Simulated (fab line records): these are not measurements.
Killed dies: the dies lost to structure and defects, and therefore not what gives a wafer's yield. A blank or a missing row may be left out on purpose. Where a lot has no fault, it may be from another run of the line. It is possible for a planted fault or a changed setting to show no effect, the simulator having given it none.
Which of the tools did it? | flow nand-harc | Sampling: 11 lots, 33 wafers, 6 of 1159 route steps

## WHAT THE GAUGES SHOWED, per wafer
NHARC_A_M1_CD_MEAS_09: target cd 120 nm. Usual: cd-nm reads 119.9 nm (standard deviation 0.67).
lot  | measured     | on        | cd-nm (nm)        | flag
L906 | day 18 06:07 | cd-sem-02 | 119.4 119.8 120.3 |
L909 | day 18 23:25 | cd-sem-01 | 120.5 120.7 120.5 |
L911 | day 19 11:43 | cd-sem-01 | 120.4 120.7 120.6 |
L915 | day 19 22:45 | cd-sem-03 | 119.5 120.5 121.2 |
L914 | day 20 03:18 | cd-sem-03 | 120.6 119.4 119.1 |
L913 | day 20 09:16 | cd-sem-02 | 120.8 120.0 118.9 |
L916 | day 20 23:56 | cd-sem-03 | 124.4 124.9 124.3 | OFF
L919 | day 21 10:31 | cd-sem-02 | 119.9 118.9 119.8 |
L921 | day 22 02:28 | cd-sem-03 | 125.4 125.9 125.3 | OFF
L926 | day 23 04:14 | cd-sem-01 | 119.2 120.4 120.2 |
L925 | day 23 04:25 | cd-sem-02 | 119.7 120.6 120.1 |

NHARC_A_M1_CD_MEAS_16. Usual: cd-nm reads 120.1 nm (standard deviation 0.81).
lot  | measured     | on        | cd-nm (nm)        | flag
L906 | day 18 06:37 | cd-sem-01 | 120.5 120.0 120.7 |
L909 | day 18 23:55 | cd-sem-03 | 120.0 120.5 119.8 |
L911 | day 19 12:12 | cd-sem-02 | 120.5 118.9 120.3 |
L915 | day 19 23:14 | cd-sem-01 | 119.0 119.9 121.3 |
L914 | day 20 03:47 | cd-sem-01 | 120.5 120.5 119.5 |
L913 | day 20 09:45 | cd-sem-01 | 121.4 119.8 119.5 |
L916 | day 21 00:26 | cd-sem-03 | 124.3 124.1 123.6 | OFF
L919 | day 21 11:02 | cd-sem-02 | 120.0 119.8 120.1 |
L921 | day 22 02:58 | cd-sem-02 | 124.9 126.3 124.6 | OFF
L926 | day 23 04:46 | cd-sem-03 | 119.5 119.9 120.5 |
L925 | day 23 04:54 | cd-sem-01 | 119.9 120.7 119.9 |

## TOOL THAT RAN EACH LOT (tool first, then ch and the chambers of the sampled wafers, then the start)
lot  | NHARC_A_M0_PVD_20                       | NHARC_A_M0_DEP_32               | NHARC_A_M1_PEB_07                 | NHARC_A_M1_ETCH_35
L906 | pvd-sputter-01, day 18 04:40 or earlier | pecvd-01 ch 0,2, day 18 04:40   | litho-track-06 ch 0, day 18 06:02 | rie-diel-10 ch 0,3, day 18 06:24
L909 | pvd-sputter-02, day 18 22:19 or earlier | pecvd-04 ch 0,1,2, day 18 22:19 | litho-track-06 ch 0, day 18 23:20 | rie-diel-03 ch 0,3, day 18 23:41
L911 | pvd-sputter-03, day 19 10:28 or earlier | pecvd-04 ch 0,1,2, day 19 10:28 | litho-track-06 ch 0, day 19 11:38 | rie-diel-11 ch 1,2,3, day 19 11:59
L915 | pvd-sputter-01, day 19 21:34 or earlier | pecvd-04 ch 0,1,2, day 19 21:34 | litho-track-04 ch 0, day 19 22:40 | rie-diel-03 ch 2,3, day 19 23:01
L914 | pvd-sputter-03, day 20 01:59 or earlier | pecvd-03 ch 0,1,2, day 20 01:59 | litho-track-06 ch 0, day 20 03:13 | rie-diel-11 ch 0,1,3, day 20 03:34
L913 | pvd-sputter-01, day 20 07:57 or earlier | pecvd-04 ch 0,1,2, day 20 07:57 | litho-track-04 ch 0, day 20 09:11 | rie-diel-11 ch 1,2,3, day 20 09:32
L916 | pvd-sputter-03, day 20 22:53 or earlier | pecvd-04 ch 1,2, day 20 22:53   | litho-track-06 ch 0, day 20 23:52 | rie-diel-03 ch 0,1,2, day 21 00:13
L919 | pvd-sputter-03, day 21 09:25 or earlier | pecvd-04 ch 0,1, day 21 09:25   | litho-track-04 ch 0, day 21 10:26 | rie-diel-11 ch 1,3, day 21 10:48
L921 | pvd-sputter-02, day 22 01:22 or earlier | pecvd-01 ch 0,1,2, day 22 01:22 | litho-track-06 ch 0, day 22 02:23 | rie-diel-03 ch 1,2,3, day 22 02:44
L926 | pvd-sputter-01, day 23 03:03 or earlier | pecvd-03 ch 0,2, day 23 03:03   | litho-track-01 ch 0, day 23 04:10 | rie-diel-03 ch 0,2, day 23 04:32
L925 | pvd-sputter-02, day 23 03:11 or earlier | pecvd-04 ch 0,1,2, day 23 03:11 | litho-track-01 ch 0, day 23 04:20 | rie-diel-11 ch 1,2,3, day 23 04:41
- NHARC_A_M0_PVD_20: deposits TaN, target thk 5 nm, time 8.06 s.
- NHARC_A_M0_DEP_32: deposits SiCN, target thk 30 nm.
- NHARC_A_M1_PEB_07: peb time 65 s.
- NHARC_A_M1_ETCH_35: etches the open film in N2/H2, target depth 40 nm, overetch 12 nm, time 43.94 s.

## AS READ BY THE TOOLS THEMSELVES (means over the sampled wafers that have a number; for cases with no such wafer, the mark the record gives instead)
NHARC_A_M0_PVD_20. Usual: bias-v 168.8 V, standard deviation 1.7; throttle-valve-pct 30.0 %, standard deviation 0.96.
lot  | tool           | bias-v (V) | throttle-valve-pct (%) | flag
L906 | pvd-sputter-01 | 168.2      | 28.6                   |
L909 | pvd-sputter-02 | 168.7      | 30.3                   |
L911 | pvd-sputter-03 | 167.8      | 30.7                   |
L915 | pvd-sputter-01 | 167.0      | 29.6                   |
L914 | pvd-sputter-03 | 168.5      | 30.6                   |
L913 | pvd-sputter-01 | 168.2      | 29.1                   |
L916 | pvd-sputter-03 | 170.6      | 30.5                   |
L919 | pvd-sputter-03 | 168.6      | 30.6                   |
L921 | pvd-sputter-02 | 168.5      | 30.2                   |
L926 | pvd-sputter-01 | 167.6      | 30.1                   |
L925 | pvd-sputter-02 | 169.5      | 29.7                   |

NHARC_A_M0_DEP_32. Usual: heater-power-outer-w 320 W, standard deviation 33; heater-power-w 575 W, standard deviation 44; rf-fwd-power-W 448.9 W, standard deviation 1.5.
lot  | tool     | heater-power-outer-w (W) | heater-power-w (W) | rf-fwd-power-W (W) | flag
L906 | pecvd-01 | 327                      | 600                | 448.9              |
L909 | pecvd-04 | 319                      | 568                | 449.6              |
L911 | pecvd-04 | 308                      | 549                | 448.1              |
L915 | pecvd-04 | 363                      | 611                | 448.0              |
L914 | pecvd-03 | 299                      | 573                | 448.9              |
L913 | pecvd-04 | 295                      | 535                | 448.2              |
L916 | pecvd-04 | 361                      | 587                | 448.0              |
L919 | pecvd-04 | 354                      | 621                | 449.5              |
L921 | pecvd-01 | 278                      | 508                | 449.0              |
L926 | pecvd-03 | 317                      | 587                | 448.6              |
L925 | pecvd-04 | 353                      | 605                | 448.9              |

NHARC_A_M1_ETCH_35. Usual: drypump-motor-current-A 5.55 A, standard deviation 0.29; oes-product-au 0.998 a.u., standard deviation 0.0096; rf-fwd-power-W 394.8 W, standard deviation 2.1; rf-vpp-V 431.8 V, standard deviation 2.2; showerhead-plenum-p-Torr 2.09 Torr, standard deviation 0.077; throttle-valve-pct 14.170 %, standard deviation 0.0097.
lot  | tool        | drypump-motor-current-A (A) | oes-product-au (a.u.) | rf-fwd-power-W (W) | rf-vpp-V (V) | showerhead-plenum-p-Torr (Torr) | throttle-valve-pct (%) | flag
L906 | rie-diel-10 | 5.68                        | 1.000                 | 394.2              | 430.2        | 2.03                            | 14.164                 |
L909 | rie-diel-03 | 5.64                        | 0.998                 | 394.2              | 431.3        | 2.08                            | 14.159                 |
L911 | rie-diel-11 | 5.34                        | 0.997                 | 395.5              | 431.6        | 2.08                            | 14.172                 |
L915 | rie-diel-03 | 5.44                        | 0.991                 | 392.1              | 433.9        | 2.14                            | 14.162                 |
L914 | rie-diel-11 | 5.43                        | 0.995                 | 396.0              | 430.0        | 2.03                            | 14.175                 |
L913 | rie-diel-11 | 5.32                        | 1.007                 | 397.2              | 432.0        | 2.08                            | 14.168                 |
L916 | rie-diel-03 | 5.74                        | 1.005                 | 395.5              | 431.6        | 2.09                            | 14.167                 |
L919 | rie-diel-11 | 5.24                        | 0.987                 | 396.3              | 431.3        | 2.06                            | 14.168                 |
L921 | rie-diel-03 | 5.61                        | 0.995                 | 393.3              | 433.1        | 2.15                            | 14.180                 |
L926 | rie-diel-03 | 5.54                        | 0.996                 | 396.3              | 430.9        | 2.08                            | 14.166                 |
L925 | rie-diel-11 | 5.33                        | 1.002                 | 396.8              | 432.3        | 2.08                            | 14.165                 |

## THE ANSWER, worked out from the rows above alone
Rule: lot off if the mean of its wafers having a number is beyond 3 standard deviations from the usual mean. A lot without any number at a reading at which 4 lots or more have one is off too. Any other lot the step has rows for is counted as sound. After the gauges, taken in route order, come the tools' own readings; for these a lot's mean is taken, as printed above. The first step at which some lot is off is used, and at that step the reading that is off furthest; a lot without a number counts as furthest.
Off: L916, L921 (NHARC_A_M1_CD_MEAS_09, cd-nm).
If a tool, at a process step before that reading, ran all the lots that are off and no sound lot after the first of them, it fits. The gauges at NHARC_A_M1_CD_MEAS_09 are tried like those tools. NHARC_A_M0_PVD_20 gives no start for some lots, so the hours and the order of its lots are those of NHARC_A_M0_DEP_32. Can't be told from this: 2 tools fit, litho-track-06 at NHARC_A_M1_PEB_07, cd-sem-03 at NHARC_A_M1_CD_MEAS_09.

## WHAT THE SIMULATOR HAD PUT IN
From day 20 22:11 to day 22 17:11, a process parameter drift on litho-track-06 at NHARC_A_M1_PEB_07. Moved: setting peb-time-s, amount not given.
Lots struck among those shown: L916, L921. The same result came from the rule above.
